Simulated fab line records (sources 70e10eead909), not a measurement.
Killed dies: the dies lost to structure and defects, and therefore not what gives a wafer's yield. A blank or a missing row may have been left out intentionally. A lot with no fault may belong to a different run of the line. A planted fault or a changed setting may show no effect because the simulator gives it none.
Chamber matching || flow nand-harc || 3 sister chambers for NHARC_A_SGD_CUT_DEP_00 on pecvd-02
The step deposits SiNx, target thk 50 nm. 6 wafers are shown with their chamber, then 7 later ones without.

## WAFERS WITH THEIR CHAMBER
{"wafer": "L079.1", "chamber": 1, "heater-power-w (W)": 607}
{"wafer": "L079.4", "chamber": 0, "heater-power-w (W)": 690}
{"wafer": "L082.1", "chamber": 1, "heater-power-w (W)": 564}
{"wafer": "L082.5", "chamber": 0, "heater-power-w (W)": 646}
{"wafer": "L083.1", "chamber": 2, "heater-power-w (W)": 634}
{"wafer": "L083.4", "chamber": 2, "heater-power-w (W)": 610}

## WAFERS WITH NO CHAMBER GIVEN
{"wafer": "L083.5", "heater-power-w (W)": 580}
{"wafer": "L087.1", "heater-power-w (W)": 516}
{"wafer": "L087.4", "heater-power-w (W)": 502}
{"wafer": "L087.5", "heater-power-w (W)": 574}
{"wafer": "L094.2", "heater-power-w (W)": 629}
{"wafer": "L094.3", "heater-power-w (W)": 672}
{"wafer": "L094.5", "heater-power-w (W)": 614}

## EACH ONE'S CHAMBER
{"wafer": "L083.5", "from the rows above": "can't be placed: 1 or 2", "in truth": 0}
{"wafer": "L087.1", "from the rows above": "can't be placed: 1 or 2", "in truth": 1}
{"wafer": "L087.4", "from the rows above": "can't be placed: 1 or 2", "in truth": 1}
{"wafer": "L087.5", "from the rows above": "can't be placed: 1 or 2", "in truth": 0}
{"wafer": "L094.2", "from the rows above": "can't be placed: 2 or 0 or 1", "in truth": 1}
{"wafer": "L094.3", "from the rows above": "can't be placed: 0 or 2", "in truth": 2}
{"wafer": "L094.5", "from the rows above": "can't be placed: 2 or 1 or 0", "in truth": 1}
Correctly placed: 0 of 7. Not placeable from these rows: 7 (in 5, the candidates include the true chamber). Placed wrongly: 0.
How it was worked out, from the rows above alone: a wafer's distance from a chamber is the root of the sum, over the readings, of the square of ((its reading less the chamber's mean) divided by the reading's scatter). The wafer belongs to the nearest chamber; if the next one is less than 2 further off, it can't be placed. Each chamber's mean is taken over the wafers shown for it. The scatter is the square root of a quotient: the sum, over the shown wafers, of each reading's squared deviation from its chamber's mean, divided by wafers minus chambers.
